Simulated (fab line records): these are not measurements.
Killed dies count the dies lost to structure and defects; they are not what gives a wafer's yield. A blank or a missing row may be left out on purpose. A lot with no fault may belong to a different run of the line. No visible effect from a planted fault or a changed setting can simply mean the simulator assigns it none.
Which tool was responsible? :: flow nandHarc :: 36 wafers from 12 lots sampled at 6 of the route's 1302 steps

== WHAT EACH GAUGE READ, for each wafer ==
NHARC_A_CHANNEL_HOLE_D2_CD_MEAS_18. Usual: cdNm at 99.3 nm, with a standard deviation of 2.5.
lot: L962
measured: day 13 09:48
on: cdSem-02
cdNm (nm): 97.6 101.2 93.8
flag: 

lot: L963
measured: day 13 10:23
on: cdSem-01
cdNm (nm): 102.3 100.8 106.3
flag: 

lot: L967
measured: day 15 14:57
on: cdSem-02
cdNm (nm): 103.1 98.5 99.1
flag: 

lot: L968
measured: day 15 20:34
on: cdSem-02
cdNm (nm): 95.2 103.5 98.8
flag: 

lot: L970
measured: day 16 21:07
on: cdSem-03
cdNm (nm): 102.8 96.1 98.4
flag: 

lot: L973
measured: day 18 01:01
on: cdSem-01
cdNm (nm): 100.4 99.9 99.2
flag: 

lot: L979
measured: day 20 07:38
on: cdSem-02
cdNm (nm): 96.1 102.6 96.6
flag: 

lot: L981
measured: day 20 21:47
on: cdSem-01
cdNm (nm): 100.0 101.0 102.1
flag: 

lot: L980
measured: day 20 22:35
on: cdSem-02
cdNm (nm): 97.5 93.9 100.1
flag: 

lot: L982
measured: day 22 05:49
on: cdSem-02
cdNm (nm): 97.4 95.1 96.7
flag: 

lot: L985
measured: day 22 13:16
on: cdSem-02
cdNm (nm): 99.7 99.6 100.3
flag: 

lot: L984
measured: day 22 13:45
on: cdSem-01
cdNm (nm): 101.0 94.1 98.8
flag: 

NHARC_A_CHANNEL_HOLE_D2_INSPECT_40. Usual: rawDefectCount at 284, with a standard deviation of 79.
lot: L962
measured: day 13 15:40
on: defectInspect-01
rawDefectCount: 306 264 271
flag: 

lot: L963
measured: day 13 16:10
on: defectInspect-01
rawDefectCount: 180 231 168
flag: 

lot: L967
measured: day 15 20:44
on: defectInspect-02
rawDefectCount: 270 158 215
flag: 

lot: L968
measured: day 16 02:53
on: defectInspect-02
rawDefectCount: 321 251 375
flag: 

lot: L970
measured: day 17 06:53
on: defectInspect-01
rawDefectCount: 1212 1133 1198 1181 1140 1187
flag: OFF

lot: L973
measured: day 18 06:56
on: defectInspect-01
rawDefectCount: 1126 1312 1174 1141 1319 1198
flag: OFF

lot: L979
measured: day 20 13:52
on: defectInspect-02
rawDefectCount: 340 340 379
flag: 

lot: L981
measured: day 21 03:35
on: defectInspect-02
rawDefectCount: 426 284 515
flag: 

lot: L980
measured: day 21 04:23
on: defectInspect-02
rawDefectCount: 490 260 200
flag: 

lot: L982
measured: day 22 11:35
on: defectInspect-02
rawDefectCount: 270 269 234
flag: 

lot: L985
measured: day 22 19:13
on: defectInspect-01
rawDefectCount: 358 406 280
flag: 

lot: L984
measured: day 22 20:46
on: defectInspect-02
rawDefectCount: 283 283 327
flag: 

NHARC_END_SORT_01. Usual: killedAtArray 58, standard deviation 22; killedAtOther 1.0, standard deviation 1.3; killedAtPeriphery 5, standard deviation 3.4; killedDies 64, standard deviation 22; killedOpen 3.6, standard deviation 1.8; killedShort 2.4, standard deviation 1.7.
lot: L973
measured: day 29 20:50
on: prober-01
killedAtArray: 87 108 107
killedAtOther: 1 0 0
killedAtPeriphery: 5 5 4
killedDies: 93 113 111
killedOpen: 5 2 4
killedShort: 2 2 0
flag: 

== WHICH TOOL RAN EACH LOT (tool, then ch and the chambers of the sampled wafers, then the start) ==
lot: L962
NHARC_A_CHANNEL_HOLE_D2_ETCH_19: harEtch-02 ch 0,1, day 13 09:54
NHARC_A_CHANNEL_HOLE_D2_ETCH_23: harEtch-02 ch 0,1, day 13 11:32
NHARC_A_CHANNEL_HOLE_D2_ETCH_26: harEtch-02 ch 0,1, day 13 13:43

lot: L963
NHARC_A_CHANNEL_HOLE_D2_ETCH_19: harEtch-01 ch 0,1, day 13 10:29
NHARC_A_CHANNEL_HOLE_D2_ETCH_23: harEtch-01 ch 0,1, day 13 12:07
NHARC_A_CHANNEL_HOLE_D2_ETCH_26: harEtch-01 ch 0,1, day 13 14:17

lot: L967
NHARC_A_CHANNEL_HOLE_D2_ETCH_19: harEtch-01 ch 0,1, day 15 15:02
NHARC_A_CHANNEL_HOLE_D2_ETCH_23: harEtch-01 ch 0,1, day 15 16:35
NHARC_A_CHANNEL_HOLE_D2_ETCH_26: harEtch-01 ch 0,1, day 15 18:50

lot: L968
NHARC_A_CHANNEL_HOLE_D2_ETCH_19: harEtch-02 ch 0,1, day 15 21:11
NHARC_A_CHANNEL_HOLE_D2_ETCH_23: harEtch-02 ch 0,1, day 15 22:37
NHARC_A_CHANNEL_HOLE_D2_ETCH_26: harEtch-02 ch 0,1, day 16 00:58

lot: L970
NHARC_A_CHANNEL_HOLE_D2_ETCH_19: harEtch-01 ch 0,1, day 17 01:12
NHARC_A_CHANNEL_HOLE_D2_ETCH_23: harEtch-01 ch 0,1, day 17 02:44
NHARC_A_CHANNEL_HOLE_D2_ETCH_26: harEtch-01 ch 0,1, day 17 04:59

lot: L973
NHARC_A_CHANNEL_HOLE_D2_ETCH_19: harEtch-01 ch 0,1, day 18 01:14
NHARC_A_CHANNEL_HOLE_D2_ETCH_23: harEtch-01 ch 0,1, day 18 02:40
NHARC_A_CHANNEL_HOLE_D2_ETCH_26: harEtch-01 ch 0,1, day 18 04:59

lot: L979
NHARC_A_CHANNEL_HOLE_D2_ETCH_19: harEtch-01 ch 0,1, day 20 08:09
NHARC_A_CHANNEL_HOLE_D2_ETCH_23: harEtch-01 ch 0,1, day 20 09:41
NHARC_A_CHANNEL_HOLE_D2_ETCH_26: harEtch-01 ch 0,1, day 20 11:58

lot: L981
NHARC_A_CHANNEL_HOLE_D2_ETCH_19: harEtch-01 ch 0,1, day 20 21:52
NHARC_A_CHANNEL_HOLE_D2_ETCH_23: harEtch-01 ch 0,1, day 20 23:18
NHARC_A_CHANNEL_HOLE_D2_ETCH_26: harEtch-01 ch 0,1, day 21 01:39

lot: L980
NHARC_A_CHANNEL_HOLE_D2_ETCH_19: harEtch-02 ch 0,1, day 20 22:40
NHARC_A_CHANNEL_HOLE_D2_ETCH_23: harEtch-02 ch 0,1, day 21 00:06
NHARC_A_CHANNEL_HOLE_D2_ETCH_26: harEtch-02 ch 0,1, day 21 02:27

lot: L982
NHARC_A_CHANNEL_HOLE_D2_ETCH_19: harEtch-01 ch 0,1, day 22 05:53
NHARC_A_CHANNEL_HOLE_D2_ETCH_23: harEtch-01 ch 0,1, day 22 07:19
NHARC_A_CHANNEL_HOLE_D2_ETCH_26: harEtch-01 ch 0,1, day 22 09:38

lot: L985
NHARC_A_CHANNEL_HOLE_D2_ETCH_19: harEtch-02 ch 0,1, day 22 13:33
NHARC_A_CHANNEL_HOLE_D2_ETCH_23: harEtch-02 ch 0,1, day 22 15:11
NHARC_A_CHANNEL_HOLE_D2_ETCH_26: harEtch-02 ch 0,1, day 22 17:22

lot: L984
NHARC_A_CHANNEL_HOLE_D2_ETCH_19: harEtch-01 ch 0,1, day 22 14:11
NHARC_A_CHANNEL_HOLE_D2_ETCH_23: harEtch-01 ch 0,1, day 22 16:29
NHARC_A_CHANNEL_HOLE_D2_ETCH_26: harEtch-01 ch 0,1, day 22 18:49
- NHARC_A_CHANNEL_HOLE_D2_ETCH_19: etches the open film in C4F8/O2/Ar, time 34.5 s.
- NHARC_A_CHANNEL_HOLE_D2_ETCH_23: etches the open film in C4F8/O2/Ar, time 819 s, target depth 1600 nm.
- NHARC_A_CHANNEL_HOLE_D2_ETCH_26: etches the open film in C4F8/O2/Ar, time 224.1 s, target depth 300 nm.

== WHAT THE TOOLS THEMSELVES READ (means of the sampled wafers that have a number; where no wafer has one, the mark that the record gives instead) ==
NHARC_A_CHANNEL_HOLE_D2_ETCH_19. Usual: drypumpMotorCurrentA 5.6 A, standard deviation 0.46; showerheadPlenumPTorr 3.71 Torr, standard deviation 0.13; throttleValvePct 37.039 %, standard deviation 0.009.
lot: L962
tool: harEtch-02
drypumpMotorCurrentA (A): 5.3
showerheadPlenumPTorr (Torr): 3.56
throttleValvePct (%): 37.031
flag: 

lot: L963
tool: harEtch-01
drypumpMotorCurrentA (A): 5.6
showerheadPlenumPTorr (Torr): 3.71
throttleValvePct (%): 37.039
flag: 

lot: L967
tool: harEtch-01
drypumpMotorCurrentA (A): 5.6
showerheadPlenumPTorr (Torr): 3.70
throttleValvePct (%): 37.030
flag: 

lot: L968
tool: harEtch-02
drypumpMotorCurrentA (A): 5.3
showerheadPlenumPTorr (Torr): 3.54
throttleValvePct (%): 37.046
flag: 

lot: L970
tool: harEtch-01
drypumpMotorCurrentA (A): 5.6
showerheadPlenumPTorr (Torr): 3.69
throttleValvePct (%): 37.035
flag: 

lot: L973
tool: harEtch-01
drypumpMotorCurrentA (A): 5.6
showerheadPlenumPTorr (Torr): 3.67
throttleValvePct (%): 37.043
flag: 

lot: L979
tool: harEtch-01
drypumpMotorCurrentA (A): 5.7
showerheadPlenumPTorr (Torr): 3.66
throttleValvePct (%): 37.035
flag: 

lot: L981
tool: harEtch-01
drypumpMotorCurrentA (A): 6.0
showerheadPlenumPTorr (Torr): 3.63
throttleValvePct (%): 37.046
flag: 

lot: L980
tool: harEtch-02
drypumpMotorCurrentA (A): 5.4
showerheadPlenumPTorr (Torr): 3.87
throttleValvePct (%): 37.041
flag: 

lot: L982
tool: harEtch-01
drypumpMotorCurrentA (A): 6.0
showerheadPlenumPTorr (Torr): 3.62
throttleValvePct (%): 37.042
flag: 

lot: L985
tool: harEtch-02
drypumpMotorCurrentA (A): 5.3
showerheadPlenumPTorr (Torr): 3.86
throttleValvePct (%): 37.034
flag: 

lot: L984
tool: harEtch-01
drypumpMotorCurrentA (A): 6.0
showerheadPlenumPTorr (Torr): 3.62
throttleValvePct (%): 37.042
flag: 

NHARC_A_CHANNEL_HOLE_D2_ETCH_23. Usual: drypumpMotorCurrentA 5.5 A, standard deviation 0.46; showerheadPlenumPTorr 3.66 Torr, standard deviation 0.13; throttleValvePct 32.155 %, standard deviation 0.0087.
lot: L962
tool: harEtch-02
drypumpMotorCurrentA (A): 5.3
showerheadPlenumPTorr (Torr): 3.52
throttleValvePct (%): 32.157
flag: 

lot: L963
tool: harEtch-01
drypumpMotorCurrentA (A): 5.6
showerheadPlenumPTorr (Torr): 3.67
throttleValvePct (%): 32.151
flag: 

lot: L967
tool: harEtch-01
drypumpMotorCurrentA (A): 5.6
showerheadPlenumPTorr (Torr): 3.66
throttleValvePct (%): 32.157
flag: 

lot: L968
tool: harEtch-02
drypumpMotorCurrentA (A): 5.3
showerheadPlenumPTorr (Torr): 3.50
throttleValvePct (%): 32.156
flag: 

lot: L970
tool: harEtch-01
drypumpMotorCurrentA (A): 5.6
showerheadPlenumPTorr (Torr): 3.65
throttleValvePct (%): 32.164
flag: 

lot: L973
tool: harEtch-01
drypumpMotorCurrentA (A): 5.6
showerheadPlenumPTorr (Torr): 3.63
throttleValvePct (%): 32.158
flag: 

lot: L979
tool: harEtch-01
drypumpMotorCurrentA (A): 5.7
showerheadPlenumPTorr (Torr): 3.62
throttleValvePct (%): 32.159
flag: 

lot: L981
tool: harEtch-01
drypumpMotorCurrentA (A): 6.0
showerheadPlenumPTorr (Torr): 3.59
throttleValvePct (%): 32.146
flag: 

lot: L980
tool: harEtch-02
drypumpMotorCurrentA (A): 5.3
showerheadPlenumPTorr (Torr): 3.82
throttleValvePct (%): 32.143
flag: 

lot: L982
tool: harEtch-01
drypumpMotorCurrentA (A): 6.0
showerheadPlenumPTorr (Torr): 3.58
throttleValvePct (%): 32.156
flag: 

lot: L985
tool: harEtch-02
drypumpMotorCurrentA (A): 5.3
showerheadPlenumPTorr (Torr): 3.81
throttleValvePct (%): 32.158
flag: 

lot: L984
tool: harEtch-01
drypumpMotorCurrentA (A): 6.0
showerheadPlenumPTorr (Torr): 3.58
throttleValvePct (%): 32.154
flag: 

NHARC_A_CHANNEL_HOLE_D2_ETCH_26. Usual: drypumpMotorCurrentA 5.5 A, standard deviation 0.46; showerheadPlenumPTorr 3.71 Torr, standard deviation 0.13; throttleValvePct 24.585 %, standard deviation 0.0091.
lot: L962
tool: harEtch-02
drypumpMotorCurrentA (A): 5.3
showerheadPlenumPTorr (Torr): 3.56
throttleValvePct (%): 24.585
flag: 

lot: L963
tool: harEtch-01
drypumpMotorCurrentA (A): 5.7
showerheadPlenumPTorr (Torr): 3.72
throttleValvePct (%): 24.575
flag: 

lot: L967
tool: harEtch-01
drypumpMotorCurrentA (A): 5.6
showerheadPlenumPTorr (Torr): 3.70
throttleValvePct (%): 24.580
flag: 

lot: L968
tool: harEtch-02
drypumpMotorCurrentA (A): 5.3
showerheadPlenumPTorr (Torr): 3.54
throttleValvePct (%): 24.592
flag: 

lot: L970
tool: harEtch-01
drypumpMotorCurrentA (A): 5.7
showerheadPlenumPTorr (Torr): 3.69
throttleValvePct (%): 24.586
flag: 

lot: L973
tool: harEtch-01
drypumpMotorCurrentA (A): 5.6
showerheadPlenumPTorr (Torr): 3.67
throttleValvePct (%): 24.584
flag: 

lot: L979
tool: harEtch-01
drypumpMotorCurrentA (A): 5.6
showerheadPlenumPTorr (Torr): 3.66
throttleValvePct (%): 24.581
flag: 

lot: L981
tool: harEtch-01
drypumpMotorCurrentA (A): 6.0
showerheadPlenumPTorr (Torr): 3.63
throttleValvePct (%): 24.574
flag: 

lot: L980
tool: harEtch-02
drypumpMotorCurrentA (A): 5.3
showerheadPlenumPTorr (Torr): 3.88
throttleValvePct (%): 24.593
flag: 

lot: L982
tool: harEtch-01
drypumpMotorCurrentA (A): 6.0
showerheadPlenumPTorr (Torr): 3.62
throttleValvePct (%): 24.581
flag: 

lot: L985
tool: harEtch-02
drypumpMotorCurrentA (A): 5.4
showerheadPlenumPTorr (Torr): 3.86
throttleValvePct (%): 24.589
flag: 

lot: L984
tool: harEtch-01
drypumpMotorCurrentA (A): 6.0
showerheadPlenumPTorr (Torr): 3.62
throttleValvePct (%): 24.581
flag: 

== THE ANSWER, worked out from the rows above alone ==
Rule: a lot counts as off when the mean over its wafers that have a number is more than 3 standard deviations away from the usual mean. Also off: a lot with no number at a reading for which 4 or more lots have one. Any other lot the step has rows for is counted as sound. First the gauges in route order, then the tools' own readings, where a lot's mean is used as printed above. The first step at which some lot is off is used, and at that step the reading that is off furthest; a lot without a number counts as furthest.
Off: L970, L973 (NHARC_A_CHANNEL_HOLE_D2_INSPECT_40, rawDefectCount).
A tool fits if, at a process step before that reading, it ran every lot that is off, and no sound lot after the first of them. Those tools and the gauges at NHARC_A_CHANNEL_HOLE_D2_INSPECT_40 are tried in the same way. None of those tried fits.

== WHAT THE SIMULATOR HAD INSERTED ==
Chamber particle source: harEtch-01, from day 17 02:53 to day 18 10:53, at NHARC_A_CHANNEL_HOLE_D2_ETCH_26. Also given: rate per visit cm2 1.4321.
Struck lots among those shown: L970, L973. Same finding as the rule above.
